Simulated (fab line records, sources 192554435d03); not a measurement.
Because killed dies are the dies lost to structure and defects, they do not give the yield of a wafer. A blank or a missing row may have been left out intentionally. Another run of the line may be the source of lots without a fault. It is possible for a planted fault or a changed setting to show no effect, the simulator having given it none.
Split-lot study / flow n5 finfet / 7 lots, 21 wafers read, on a route of 1938 steps

== THE SPLIT ITSELF ==
At N5_SD_EPI_N_ETCH_45 (etches SiOCN in CH3F/O2, target depth 6 nm), the setting target depth a was moved away from the recipe's 60 angstrom on 9 of the 21 wafers read, by -9.9% to +11.9%. The other wafers ran this setting at the recipe's value.

The reading comes from the split's own step.

== THE READING ==
etch.depth nm (the simulator's own value, which no gauge read), in nm, at N5_SD_EPI_N_ETCH_45 (etches SiOCN in CH3F/O2, target depth 6 nm). There is no usual value for it anywhere in the file. Here, 12 wafers ran the recipe; their average is 5.956 nm with a standard deviation of 0.098 nm.

wafer=L074.2; tool, chamber at the split=rie diel-03, 1; target depth a as run, angstrom=62.22; against the recipe=+3.7%; etch.depth nm, nm=6.093; against lot-mates on the recipe=+0.211
wafer=L074.5; tool, chamber at the split=rie diel-03, 2; target depth a as run, angstrom=62.22; against the recipe=+3.7%; etch.depth nm, nm=6.202; against lot-mates on the recipe=+0.320
wafer=L074.6; tool, chamber at the split=rie diel-03, 1; target depth a as run, angstrom=60; against the recipe=recipe; etch.depth nm, nm=5.882; against lot-mates on the recipe=-
wafer=L077.1; tool, chamber at the split=rie diel-06, 0; target depth a as run, angstrom=66.72; against the recipe=+11.2%; etch.depth nm, nm=6.696; against lot-mates on the recipe=+0.732
wafer=L077.4; tool, chamber at the split=rie diel-06, 3; target depth a as run, angstrom=60; against the recipe=recipe; etch.depth nm, nm=5.842; against lot-mates on the recipe=-
wafer=L077.5; tool, chamber at the split=rie diel-06, 1; target depth a as run, angstrom=60; against the recipe=recipe; etch.depth nm, nm=6.086; against lot-mates on the recipe=-
wafer=L080.2; tool, chamber at the split=rie diel-03, 0; target depth a as run, angstrom=67.17; against the recipe=+11.9%; etch.depth nm, nm=6.607; against lot-mates on the recipe=+0.733
wafer=L080.5; tool, chamber at the split=rie diel-03, 2; target depth a as run, angstrom=60; against the recipe=recipe; etch.depth nm, nm=5.874; against lot-mates on the recipe=-
wafer=L080.6; tool, chamber at the split=rie diel-03, 1; target depth a as run, angstrom=67.17; against the recipe=+11.9%; etch.depth nm, nm=6.487; against lot-mates on the recipe=+0.613
wafer=L085.1; tool, chamber at the split=rie diel-03, 2; target depth a as run, angstrom=60; against the recipe=recipe; etch.depth nm, nm=5.877; against lot-mates on the recipe=-
wafer=L085.4; tool, chamber at the split=rie diel-03, 1; target depth a as run, angstrom=60; against the recipe=recipe; etch.depth nm, nm=5.863; against lot-mates on the recipe=-
wafer=L085.5; tool, chamber at the split=rie diel-03, 2; target depth a as run, angstrom=60; against the recipe=recipe; etch.depth nm, nm=5.885; against lot-mates on the recipe=-
wafer=L087.2; tool, chamber at the split=rie diel-01, 1; target depth a as run, angstrom=60; against the recipe=recipe; etch.depth nm, nm=5.999; against lot-mates on the recipe=-
wafer=L087.3; tool, chamber at the split=rie diel-01, 0; target depth a as run, angstrom=63.78; against the recipe=+6.3%; etch.depth nm, nm=6.27; against lot-mates on the recipe=+0.271
wafer=L087.6; tool, chamber at the split=rie diel-01, 1; target depth a as run, angstrom=63.78; against the recipe=+6.3%; etch.depth nm, nm=6.348; against lot-mates on the recipe=+0.349
wafer=L091.1; tool, chamber at the split=rie diel-01, 3; target depth a as run, angstrom=60; against the recipe=recipe; etch.depth nm, nm=6.023; against lot-mates on the recipe=-
wafer=L091.3; tool, chamber at the split=rie diel-01, 2; target depth a as run, angstrom=54.05; against the recipe=-9.9%; etch.depth nm, nm=5.229; against lot-mates on the recipe=-0.794
wafer=L091.6; tool, chamber at the split=rie diel-01, 2; target depth a as run, angstrom=54.05; against the recipe=-9.9%; etch.depth nm, nm=5.246; against lot-mates on the recipe=-0.777
wafer=L095.1; tool, chamber at the split=rie diel-06, 1; target depth a as run, angstrom=60; against the recipe=recipe; etch.depth nm, nm=6.121; against lot-mates on the recipe=-
wafer=L095.4; tool, chamber at the split=rie diel-06, 1; target depth a as run, angstrom=60; against the recipe=recipe; etch.depth nm, nm=6.095; against lot-mates on the recipe=-
wafer=L095.5; tool, chamber at the split=rie diel-06, 0; target depth a as run, angstrom=60; against the recipe=recipe; etch.depth nm, nm=5.929; against lot-mates on the recipe=-

FIT RESULTS
A straight line over all 21 wafers: etch.depth nm changes by +0.0609 nm for each +1% of target depth a; r = +0.96; the points scatter about the line by 0.099 nm.
The same after taking each lot's own level away (the mean of its wafers on the recipe; 21 wafers): +0.0655 nm for each +1%; r = +0.98; scatter 0.083 nm.
According to that fit, moving target depth a by its largest amount changes the reading by 0.78 nm.
Measured against the standard deviation above, the lots' own levels, which go from 5.8740 to 6.0483 nm, span 1.8 times it.
Hence the lot-to-lot level has little effect on the slope; both slopes agree.
Check: for one of the wafers moved furthest among these (+11.9%), held out of the fit, the line's prediction against its lot-mates is +0.757 nm. Against them it came out at +0.733 nm.

== ADDITIONAL SPLITS CARRIED BY THESE WAFERS ==
Before the reading, these wafers also passed through other splits. Each is held against what the fit with the lots' levels taken away leaves over:
other split on the same wafers=N5_SD_EPI_N_EXPOSE_06 dose mj; wafers away from the commonest value=6; r with etch.depth nm (lot level and that fit taken away)=+0.39

== FILE'S OWN FIT ==
etch.depth nm changes by +0.0642 nm for each +1% of target depth a, r = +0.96.
